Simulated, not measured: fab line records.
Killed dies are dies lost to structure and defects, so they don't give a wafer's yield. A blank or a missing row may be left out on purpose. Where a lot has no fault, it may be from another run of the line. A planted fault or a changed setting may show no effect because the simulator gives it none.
Which tool is to blame? + flow nand_harc + Sampling: 13 lots, 39 wafers, 5 of 1302 route steps

WHAT EACH GAUGE READ, for each wafer
NHARC_THIN_TSV_THK_MEAS_02: measures by ir.
| lot  | measured     | on            | thk_nm (nm)    |
|------|--------------|---------------|----------------|
| L761 | day 24 08:00 | film_metro-01 | 2838 2599 2639 |
| L764 | day 25 10:16 | film_metro-02 | 3038 3031 2992 |
| L768 | day 26 08:14 | film_metro-01 | 3190 2943 3036 |
| L773 | day 28 15:17 | film_metro-02 | 3205 3275 3327 |
| L774 | day 29 15:55 | film_metro-02 | 2709 3017      |
| L775 | day 30 04:24 | film_metro-01 | 2558 2778      |
| L776 | day 29 20:48 | film_metro-02 | 3239 3241 3076 |
| L777 | day 31 11:59 | film_metro-02 | 2980 2463 2594 |
| L778 | day 32 01:29 | film_metro-02 | 3090 2977 3000 |
| L779 | day 32 02:41 | film_metro-01 | 3174 2802 3309 |
| L780 | day 32 10:51 | film_metro-02 | 3010 3202 2871 |
| L781 | day 32 12:02 | film_metro-02 | 2852 3019 2796 |
| L782 | day 32 13:15 | film_metro-02 | 2823 3014 2967 |

NHARC_END_SORT_01.
| lot  | measured     | on        | killed_at_array | killed_at_other | killed_at_periphery | killed_dies | killed_open | killed_short |
|------|--------------|-----------|-----------------|-----------------|---------------------|-------------|-------------|--------------|
| L774 | day 30 07:57 | prober-01 | 46 607 59       | 2 1 2           | 7 7 2               | 55 615 63   | 4 3 3       | 1 1 4        |
| L775 | day 30 20:33 | prober-01 | 589 47 44       | 3 1 3           | 6 5 2               | 598 53 49   | 1 3 3       | 2 1 2        |

WHAT TOOL EACH LOT RAN ON (gives the tool, then ch and the chambers of the sampled wafers, and finally the start)
| lot  | NHARC_A_STAIRCASE_DEP_151       | NHARC_THIN_TSV_ETCH_44             | NHARC_THIN_TSV_ETCH_15           |
|------|---------------------------------|------------------------------------|----------------------------------|
| L761 | pecvd-04 ch 1,2, day 18 15:44   | rie_diel-05 ch 2,3, day 24 09:19   | rie_si-05 ch 0,3, day 24 09:54   |
| L764 | pecvd-02 ch 1,2, day 19 08:20   | rie_diel-09 ch 0,2,3, day 25 11:34 | rie_si-03 ch 1,2, day 25 12:08   |
| L768 | pecvd-02 ch 1,2, day 20 05:30   | rie_diel-07 ch 2,3, day 26 09:31   | rie_si-03 ch 0,2, day 26 10:07   |
| L773 | pecvd-02 ch 0,1, day 22 14:26   | rie_diel-05 ch 0,1,3, day 28 16:36 | rie_si-02 ch 0,1,3, day 28 17:11 |
| L774 | pecvd-02 ch 0,1,2, day 23 10:43 | rie_diel-09 ch 1, day 29 17:08     | rie_si-02 ch 1,3, day 29 17:41   |
| L775 | pecvd-02 ch 0,1,2, day 23 21:49 | rie_diel-05 ch 1,2, day 30 05:43   | rie_si-05 ch 0, day 30 06:18     |
| L776 | pecvd-04 ch 0,2, day 23 21:53   | rie_diel-07 ch 0,2, day 29 22:06   | rie_si-02 ch 0,2,3, day 29 22:40 |
| L777 | pecvd-03 ch 0,1,2, day 25 09:14 | rie_diel-09 ch 1,2, day 31 13:17   | rie_si-02 ch 1,2, day 31 13:52   |
| L778 | pecvd-04 ch 0,1,2, day 25 14:01 | rie_diel-07 ch 0,1,3, day 32 02:50 | rie_si-05 ch 0,1,3, day 32 03:25 |
| L779 | pecvd-03 ch 0,1,2, day 25 14:17 | rie_diel-09 ch 2,3, day 32 03:56   | rie_si-02 ch 0,1,2, day 32 04:29 |
| L780 | pecvd-04 ch 0,1,2, day 25 23:43 | rie_diel-09 ch 1,2, day 32 12:02   | rie_si-05 ch 1,2,3, day 32 12:38 |
| L781 | pecvd-03 ch 0,1,2, day 26 05:03 | rie_diel-05 ch 0,2,3, day 32 13:23 | rie_si-05 ch 1,2,3, day 32 13:54 |
| L782 | pecvd-02 ch 0,1,2, day 26 23:08 | rie_diel-05 ch 0,1, day 32 14:33   | rie_si-02 ch 0,2,3, day 32 15:10 |
- NHARC_A_STAIRCASE_DEP_151: deposits SiO2, target thk 7200 nm.
- NHARC_THIN_TSV_ETCH_44: etches the open film in CF4/O2, target depth 1594.2 nm, time 797.1 s.
- NHARC_THIN_TSV_ETCH_15: target depth 3000 nm, bosch target overetch cycles 2, bosch etch step 2.8 s.

AS READ BY THE TOOLS THEMSELVES (means over the sampled wafers that have a number; for cases with no such wafer, the mark the record gives instead)
NHARC_A_STAIRCASE_DEP_151.
| lot  | tool     | heater_power_outer_w (W) | heater_power_w (W) | rf_fwd_power_W (W) |
|------|----------|--------------------------|--------------------|--------------------|
| L761 | pecvd-04 | 401                      | 656                | 498.0              |
| L764 | pecvd-02 | 358                      | 652                | 499.4              |
| L768 | pecvd-02 | 395                      | 697                | 498.7              |
| L773 | pecvd-02 | 430                      | 723                | 500.1              |
| L774 | pecvd-02 | 375                      | 672                | 499.3              |
| L775 | pecvd-02 | 364                      | 656                | 500.7              |
| L776 | pecvd-04 | 334                      | 562                | 498.7              |
| L777 | pecvd-03 | 369                      | 608                | 499.9              |
| L778 | pecvd-04 | 412                      | 686                | 499.7              |
| L779 | pecvd-03 | 327                      | 556                | 498.9              |
| L780 | pecvd-04 | 400                      | 663                | 500.4              |
| L781 | pecvd-03 | 358                      | 603                | 500.5              |
| L782 | pecvd-02 | 372                      | 649                | 499.3              |

NHARC_THIN_TSV_ETCH_44.
| lot  | tool        | drypump_motor_current_A (A) | oes_product_au (a.u.) | rf_fwd_power_W (W) | rf_vpp_V (V) | showerhead_plenum_p_Torr (Torr) | throttle_valve_pct (%) |
|------|-------------|-----------------------------|-----------------------|--------------------|--------------|---------------------------------|------------------------|
| L761 | rie_diel-05 | 6.1                         | 0.989                 | 299.4              | 792          | 1.82                            | 16.921                 |
| L764 | rie_diel-09 | 6.0                         | 0.995                 | 299.0              | 794          | 1.83                            | 16.920                 |
| L768 | rie_diel-07 | 6.0                         | 1.013                 | 300.0              | 793          | 1.82                            | 16.902                 |
| L773 | rie_diel-05 | 5.9                         | 0.984                 | 299.3              | 797          | 1.87                            | 16.924                 |
| L774 | rie_diel-09 | 5.2                         | 1.002                 | 300.0              | 786          | 1.71                            | 16.909                 |
| L775 | rie_diel-05 | 6.2                         | 0.979                 | 299.9              | 792          | 1.79                            | 16.918                 |
| L776 | rie_diel-07 | 5.2                         | 1.005                 | 299.9              | 792          | 1.80                            | 16.915                 |
| L777 | rie_diel-09 | 5.4                         | 1.000                 | 298.4              | 788          | 1.73                            | 16.918                 |
| L778 | rie_diel-07 | 6.0                         | 0.999                 | 300.0              | 789          | 1.75                            | 16.914                 |
| L779 | rie_diel-09 | 5.9                         | 0.996                 | 299.6              | 797          | 1.87                            | 16.915                 |
| L780 | rie_diel-09 | 5.5                         | 0.991                 | 300.1              | 790          | 1.76                            | 16.909                 |
| L781 | rie_diel-05 | 5.9                         | 0.999                 | 300.1              | 792          | 1.82                            | 16.914                 |
| L782 | rie_diel-05 | 5.6                         | 0.974                 | 299.5              | 795          | 1.86                            | 16.918                 |

NHARC_THIN_TSV_ETCH_15.
| lot  | tool      | drypump_motor_current_A (A) |
|------|-----------|-----------------------------|
| L761 | rie_si-05 | 5.6                         |
| L764 | rie_si-03 | 5.1                         |
| L768 | rie_si-03 | 5.4                         |
| L773 | rie_si-02 | 5.5                         |
| L774 | rie_si-02 | 5.5                         |
| L775 | rie_si-05 | 5.7                         |
| L776 | rie_si-02 | 5.4                         |
| L777 | rie_si-02 | 5.3                         |
| L778 | rie_si-05 | 5.7                         |
| L779 | rie_si-02 | 5.4                         |
| L780 | rie_si-05 | 6.0                         |
| L781 | rie_si-05 | 6.0                         |
| L782 | rie_si-02 | 5.5                         |

THE ANSWER, worked out from the rows above alone
Rule: what is usual is taken from the lots themselves. The widest of any qualifying gaps counts: lots, ordered by their means at a reading, are off when they make up no more than a third of the lots, leave a main group of 4 or more, and stand apart from it by 3 or more times the standard deviation of that group's means. Not used: any main group whose means are identical at the precision the tables above print for the reading. Also off: a lot with no number at a reading for which 4 or more lots have one. Any other lot the step has rows for is counted as sound. Order of review: gauges by route order, followed by the tools' own readings, for which a lot's mean as printed above is used. The first step at which some lot is off is used, and at that step the reading that is off furthest; a lot without a number counts as furthest.
No lot is off on any of the readings shown, so nothing can be concluded from this.

WHAT THE SIMULATOR HAD INSERTED
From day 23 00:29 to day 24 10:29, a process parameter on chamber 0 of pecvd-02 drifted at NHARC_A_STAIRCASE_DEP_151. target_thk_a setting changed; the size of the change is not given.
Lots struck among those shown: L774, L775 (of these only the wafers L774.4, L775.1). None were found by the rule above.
